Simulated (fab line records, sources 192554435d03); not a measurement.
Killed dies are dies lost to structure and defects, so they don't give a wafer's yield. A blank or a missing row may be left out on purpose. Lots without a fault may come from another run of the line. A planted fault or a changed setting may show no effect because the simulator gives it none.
One fault seen from 2 desks | flow n5_finfet | each desk has only its own numbers; what lay behind them comes last

THE TOOL OWNER'S DESK: rie_diel-01
The tool's own readings at N5_BEOL_M0_SAQP_ETCH_106 (etches SOC in N2/H2, stops on SiNx, target depth 150 nm): means of the sampled wafers that have a number, for each lot that ran on this tool. A lot is out of limits, marked OUT, if its mean lies more than 4 standard deviations from the usual mean; the brackets give that distance.
Columns: A = drypump_motor_current_A at N5_BEOL_M0_SAQP_ETCH_106, usual 5.9 A; B = n2_flow_sccm at N5_BEOL_M0_SAQP_ETCH_106, usual 200.0 sccm; C = oes_product_au at N5_BEOL_M0_SAQP_ETCH_106, usual 0.79 a.u.; D = rf_fwd_power_W at N5_BEOL_M0_SAQP_ETCH_106, usual 844.6 W; E = rf_vpp_V at N5_BEOL_M0_SAQP_ETCH_106, usual 240.6 V; F = showerhead_plenum_p_Torr at N5_BEOL_M0_SAQP_ETCH_106, usual 2.54 Torr; G = throttle_valve_pct at N5_BEOL_M0_SAQP_ETCH_106, usual 17.72 %
lot  | first seen here | A   | B     | C    | D                | E               | F    | G
L831 | day 7 00:20     | 5.5 | 200.2 | 0.83 | 847.7            | 240.6           | 2.50 | 17.45
L838 | day 9 02:09     | 6.5 | 200.0 | 0.79 | 1045.7 (+69) OUT | 223.3 (-13) OUT | 2.51 | 17.60
L839 | day 9 04:24     | 5.9 | 200.2 | 0.82 | 1049.0 (+70) OUT | 223.8 (-13) OUT | 2.52 | 17.58
L842 | day 9 20:59     | 6.1 | 199.8 | 0.82 | 1046.1 (+69) OUT | 223.0 (-14) OUT | 2.51 | 17.67
This desk's finding: out of limits on L838, L839, L842; first on L838, day 9 02:09 (rf_fwd_power_W at N5_BEOL_M0_SAQP_ETCH_106). In limits: L831.

THE METROLOGY DESK
What the gauges read, lot by lot, whatever tool the lot ran on: means of the sampled wafers that have a number. A lot is out of limits, marked OUT, if its mean lies more than 4 standard deviations from the usual mean; the brackets give that distance. Of its 10 readings 7 are shown: those that lie furthest out on some lot.
Columns: A = DIBL_N at N5_BEOL_M4_RC_MEAS_101, usual 36.9 mV/V; B = DIBL_P at N5_BEOL_M4_RC_MEAS_101, usual 37.1 mV/V; C = ION_N at N5_BEOL_M4_RC_MEAS_101, usual 673 uA/um; D = SS_N at N5_BEOL_M4_RC_MEAS_101, usual 71.8 mV/dec; E = SS_P at N5_BEOL_M4_RC_MEAS_101, usual 73.6 mV/dec; F = VT_N at N5_BEOL_M4_RC_MEAS_101, usual 250 mV; G = VT_P at N5_BEOL_M4_RC_MEAS_101, usual -249.7 mV
lot  | first seen here | A    | B    | C   | D    | E    | F   | G
L831 | day 9 06:11     | 38.3 | 38.8 | 668 | 71.9 | 73.2 | 250 | -247.3
L838 | day 11 11:01    | 37.3 | 36.6 | 669 | 71.8 | 73.4 | 254 | -251.5
L839 | day 11 17:29    | 37.8 | 37.9 | 674 | 71.3 | 73.5 | 250 | -249.6
L842 | day 12 03:14    | 35.1 | 35.8 | 663 | 71.1 | 72.6 | 251 | -251.8
L844 | day 12 19:58    | 37.7 | 38.2 | 680 | 72.3 | 74.1 | 247 | -248.0
This desk's finding: nothing out of limits on any of the 5 lots.

PUT TOGETHER
The tool owner's desk could have raised an alarm at day 9 02:09, on L838, L839, L842.
The metrology desk saw nothing out of limits.
The metrology desk has L838, L839, L842 on record, within its limits.
Of the lots named, all ran N5_BEOL_M0_SAQP_ETCH_106 on rie_diel-01.

WHAT THE SIMULATOR HAD PUT IN
Process parameter drift: rie_diel-01, from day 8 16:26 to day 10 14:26, at N5_BEOL_M0_SAQP_ETCH_106. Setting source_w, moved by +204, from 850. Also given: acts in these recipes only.
Lots struck among those shown: L838, L839, L842.
Hours from the fault's start to each desk's first reading out of limits: the tool owner's desk, 10.
